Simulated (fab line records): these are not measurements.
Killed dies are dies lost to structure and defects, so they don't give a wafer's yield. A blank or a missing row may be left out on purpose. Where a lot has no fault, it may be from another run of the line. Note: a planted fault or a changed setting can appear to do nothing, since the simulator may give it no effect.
Chamber matching || flow nand harc || rie diel-01 running NHARC_A_CHANNEL_FILL_D1_ETCHBACK_20: 4 sister chambers
The step etches the open film in C4F8/O2/Ar, target depth 27 nm, time 13.5 s. 8 wafers are shown with their chamber, then 10 later ones without.

== WAFERS PAIRED WITH THEIR CHAMBERS ==
{"wafer": "L074.3", "chamber": 3, "rf vpp V (V)": 984, "bias w (W)": 1503}
{"wafer": "L083.4", "chamber": 1, "rf vpp V (V)": 988, "bias w (W)": 1503}
{"wafer": "L083.6", "chamber": 2, "rf vpp V (V)": 978, "bias w (W)": 1502}
{"wafer": "L087.3", "chamber": 0, "rf vpp V (V)": 971, "bias w (W)": 1498}
{"wafer": "L087.5", "chamber": 1, "rf vpp V (V)": 987, "bias w (W)": 1507}
{"wafer": "L087.6", "chamber": 2, "rf vpp V (V)": 977, "bias w (W)": 1503}
{"wafer": "L088.1", "chamber": 3, "rf vpp V (V)": 983, "bias w (W)": 1502}
{"wafer": "L088.5", "chamber": 0, "rf vpp V (V)": 970, "bias w (W)": 1496}

== WAFERS WITHOUT THEIR CHAMBER ==
{"wafer": "L088.6", "rf vpp V (V)": 986, "bias w (W)": 1495}
{"wafer": "L093.1", "rf vpp V (V)": 983, "bias w (W)": 1503}
{"wafer": "L093.3", "rf vpp V (V)": 971, "bias w (W)": 1491}
{"wafer": "L093.4", "rf vpp V (V)": 986, "bias w (W)": 1490}
{"wafer": "L095.1", "rf vpp V (V)": 972, "bias w (W)": 1506}
{"wafer": "L095.4", "rf vpp V (V)": 988, "bias w (W)": 1498}
{"wafer": "L095.5", "rf vpp V (V)": 971, "bias w (W)": 1503}
{"wafer": "L096.2", "rf vpp V (V)": 972, "bias w (W)": 1500}
{"wafer": "L096.3", "rf vpp V (V)": 982, "bias w (W)": 1494}
{"wafer": "L096.6", "rf vpp V (V)": 985, "bias w (W)": 1506}

== THE CHAMBER EACH PASSED THROUGH ==
{"wafer": "L088.6", "from the rows above": "can't be placed: 3 or 1", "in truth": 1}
{"wafer": "L093.1", "from the rows above": 3, "in truth": 3}
{"wafer": "L093.3", "from the rows above": 0, "in truth": 0}
{"wafer": "L093.4", "from the rows above": "can't be placed: 3 or 1", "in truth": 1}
{"wafer": "L095.1", "from the rows above": 0, "in truth": 0}
{"wafer": "L095.4", "from the rows above": 1, "in truth": 1}
{"wafer": "L095.5", "from the rows above": 0, "in truth": 0}
{"wafer": "L096.2", "from the rows above": 0, "in truth": 0}
{"wafer": "L096.3", "from the rows above": 3, "in truth": 3}
{"wafer": "L096.6", "from the rows above": "can't be placed: 3 or 1", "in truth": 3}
Correct placement for 7 of the 10. Not placeable from these rows: 3 (in 3, the candidates include the true chamber). Placed wrongly: 0.
How it was worked out, from the rows above alone: a wafer's distance from a chamber is the root of the sum, over the readings, of the square of ((its reading less the chamber's mean) divided by the reading's scatter). The wafer belongs to the nearest chamber; if the next one is less than 2 further off, it can't be placed. For every chamber, the mean is computed from those of its wafers that are shown. The scatter: take each reading less its chamber's mean, square it, sum over the shown wafers, divide by the number of wafers less the number of chambers, and take the root.
